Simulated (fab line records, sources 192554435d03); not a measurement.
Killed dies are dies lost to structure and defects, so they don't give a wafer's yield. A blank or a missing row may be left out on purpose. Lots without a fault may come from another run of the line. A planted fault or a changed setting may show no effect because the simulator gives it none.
Split-lot experiment | flow n5_finfet | 7 lots, 39 wafers read, on a route of 1938 steps

THE SPLIT
At N5_MOL_CONTACT_COAG_VIA_ETCH_117 (etches SiO2 in C4F6/O2, target depth 40 nm, overetch 8 nm, time 26 s), the setting target_depth_a was moved away from the recipe's 400 angstrom on 12 of the 39 wafers read, by -54.6% to +18.3%. The other wafers ran this setting at the recipe's value.

FROM THE SPLIT TO THE READING: what the file shows between them, 1 step
- N5_MOL_CONTACT_COAG_ETCH_124: etches SiNx in CH3F/O2, stops on SiOC, target depth 6.5 nm

THE READING
oes_product_au, in a.u., at N5_MOL_CONTACT_COAG_ETCH_48 (etches SiOC in C4F6/O2, target depth 15 nm, overetch 4.5 nm, time 17 s). Fault-free wafers of this fab line usually give 0.66 a.u., standard deviation 0.077 a.u..

wafer  | tool, chamber at the split | target_depth_a as run, angstrom | against the recipe | oes_product_au, a.u. | against lot-mates on the recipe
L076.1 | rie_diel-03, 2             | 400                             | recipe             | 0.70                 | -
L076.2 | rie_diel-03, 1             | 290                             | -27.5%             | 0.26                 | -0.37
L076.3 | rie_diel-03, 0             | 400                             | recipe             | 0.58                 | -
L076.4 | rie_diel-03, 3             | 400                             | recipe             | 0.62                 | -
L076.5 | rie_diel-03, 1             | 290                             | -27.5%             | 0.26                 | -0.37
L076.6 | rie_diel-03, 0             | 290                             | -27.5%             | 0.26                 | -0.37
L079.1 | rie_diel-04, 3             | 400                             | recipe             | 0.57                 | -
L079.2 | rie_diel-04, 1             | 473.3                           | +18.3%             | 0.61                 | +0.01
L079.3 | rie_diel-04, 0             | 473.3                           | +18.3%             | 0.63                 | +0.03
L079.4 | rie_diel-04, 1             | 400                             | recipe             | 0.57                 | -
L079.5 | rie_diel-04, 3             | 473.3                           | +18.3%             | 0.64                 | +0.04
L079.6 | rie_diel-04, 0             | 400                             | recipe             | 0.65                 | -
L083.1 | rie_diel-01, 1             | 400                             | recipe             | 0.76                 | -
L083.2 | rie_diel-01, 2             | 400                             | recipe             | 0.63                 | -
L083.4 | rie_diel-01, 0             | 400                             | recipe             | 0.59                 | -
L087.1 | rie_diel-03, 0             | 400                             | recipe             | 0.57                 | -
L087.2 | rie_diel-03, 3             | 228                             | -43.0%             | 0.27                 | -0.35
L087.3 | rie_diel-03, 2             | 400                             | recipe             | 0.69                 | -
L087.4 | rie_diel-03, 2             | 228                             | -43.0%             | 0.29                 | -0.33
L087.5 | rie_diel-03, 3             | 228                             | -43.0%             | 0.27                 | -0.35
L087.6 | rie_diel-03, 0             | 400                             | recipe             | 0.59                 | -
L091.1 | rie_diel-04, 0             | 181.4                           | -54.6%             | 0.29                 | -0.39
L091.2 | rie_diel-04, 2             | 181.4                           | -54.6%             | 0.27                 | -0.41
L091.3 | rie_diel-04, 3             | 181.4                           | -54.6%             | 0.26                 | -0.42
L091.4 | rie_diel-04, 1             | 400                             | recipe             | 0.79                 | -
L091.5 | rie_diel-04, 3             | 400                             | recipe             | 0.60                 | -
L091.6 | rie_diel-04, 0             | 400                             | recipe             | 0.66                 | -
L092.1 | rie_diel-01, 0             | 400                             | recipe             | 0.60                 | -
L092.2 | rie_diel-01, 2             | 400                             | recipe             | 0.62                 | -
L092.3 | rie_diel-01, 1             | 400                             | recipe             | 0.73                 | -
L092.4 | rie_diel-01, 3             | 400                             | recipe             | 0.71                 | -
L092.5 | rie_diel-01, 2             | 400                             | recipe             | 0.63                 | -
L092.6 | rie_diel-01, 1             | 400                             | recipe             | 0.73                 | -
L095.1 | rie_diel-03, 1             | 400                             | recipe             | 0.78                 | -
L095.2 | rie_diel-03, 2             | 400                             | recipe             | 0.64                 | -
L095.3 | rie_diel-03, 0             | 400                             | recipe             | 0.58                 | -
L095.4 | rie_diel-03, 3             | 400                             | recipe             | 0.56                 | -
L095.5 | rie_diel-03, 2             | 400                             | recipe             | 0.62                 | -
L095.6 | rie_diel-03, 3             | 400                             | recipe             | 0.59                 | -

THE FIT
A straight line over all 39 wafers: oes_product_au changes by +0.0073 a.u. for each +1% of target_depth_a; r = +0.86; the points scatter about the line by 0.086 a.u..
The same after taking each lot's own level away (the mean of its wafers on the recipe; 39 wafers): +0.00769 a.u. for each +1%; r = +0.90; scatter 0.074 a.u..
On that fit, the largest move of target_depth_a shifts the reading by 0.42 a.u..
The lots' own levels span 0.597 to 0.683 a.u., that is 1.1 times the standard deviation above.
So the lot-to-lot level changes the slope little: the two slopes agree.
Check: with one of the wafers moved furthest among these (-54.6%) left out of the fit, the line predicts -0.451 a.u. for it against its lot-mates. It came out at -0.393 a.u. against them.

OTHER SPLITS ON THESE WAFERS
These wafers also went through other splits before the reading. Each is held against what the fit with the lots' levels taken away leaves over:
other split on the same wafers                 | wafers away from the commonest value | r with oes_product_au (lot level and that fit taken away)
N5_PMOS_HMC_CHANNEL_EPI_HM_DEP_34 target_thk_a | 9                                    | -0.17
N5_HKMG_FIN_HK_ALD_01 ald_cycles               | 15                                   | +0.25

THE WHOLE CHAIN: every reading that the file lists as answering this split, in the file's order
step                             | what it does                                                           | reading                                                                                 | change (the file's fit)                                                              | r (the file's)
N5_MOL_CONTACT_COAG_VIA_ETCH_117 | etches SiO2 in C4F6/O2, target depth 40 nm, overetch 8 nm, time 26 s   | etch.depth_nm (the simulator's own value, which no gauge read)                          | +0.229 nm for each +1% of the setting                                                | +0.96
N5_MOL_CONTACT_COAG_VIA_ETCH_117 | etches SiO2 in C4F6/O2, target depth 40 nm, overetch 8 nm, time 26 s   | MOL_CONTACT_COAG.feature_depth_nm (the simulator's own value, which no gauge read)      | +0.229 nm for each +1% of the setting                                                | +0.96
N5_MOL_CONTACT_COAG_VIA_ETCH_117 | etches SiO2 in C4F6/O2, target depth 40 nm, overetch 8 nm, time 26 s   | SOC_of_MOL_CONTACT_COAG_COAT_62.thk_nm (the simulator's own value, which no gauge read) | -0.048 nm for each +1% of the setting                                                | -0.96
N5_MOL_CONTACT_COAG_ETCH_124     | etches SiNx in CH3F/O2, stops on SiOC, target depth 6.5 nm             | oes_product_au                                                                          | +0.00779 a.u. for each +1% of the setting                                            | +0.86
N5_MOL_CONTACT_COAG_ETCH_124     | etches SiNx in CH3F/O2, stops on SiOC, target depth 6.5 nm             | etch.depth_nm (the simulator's own value, which no gauge read)                          | not straight: 4.973 at the lowest setting, 4.994 at the recipe, 4.511 at the highest | not given
N5_MOL_CONTACT_COAG_ETCH_48      | etches SiOC in C4F6/O2, target depth 15 nm, overetch 4.5 nm, time 17 s | oes_product_au                                                                          | +0.00812 a.u. for each +1% of the setting                                            | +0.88
N5_MOL_CONTACT_COAG_ETCH_48      | etches SiOC in C4F6/O2, target depth 15 nm, overetch 4.5 nm, time 17 s | SOC_of_MOL_CONTACT_COAG_COAT_62.thk_nm (the simulator's own value, which no gauge read) | -0.0489 nm for each +1% of the setting                                               | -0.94

THE FILE'S OWN FIT
oes_product_au changes by +0.00812 a.u. for each +1% of target_depth_a, r = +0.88.
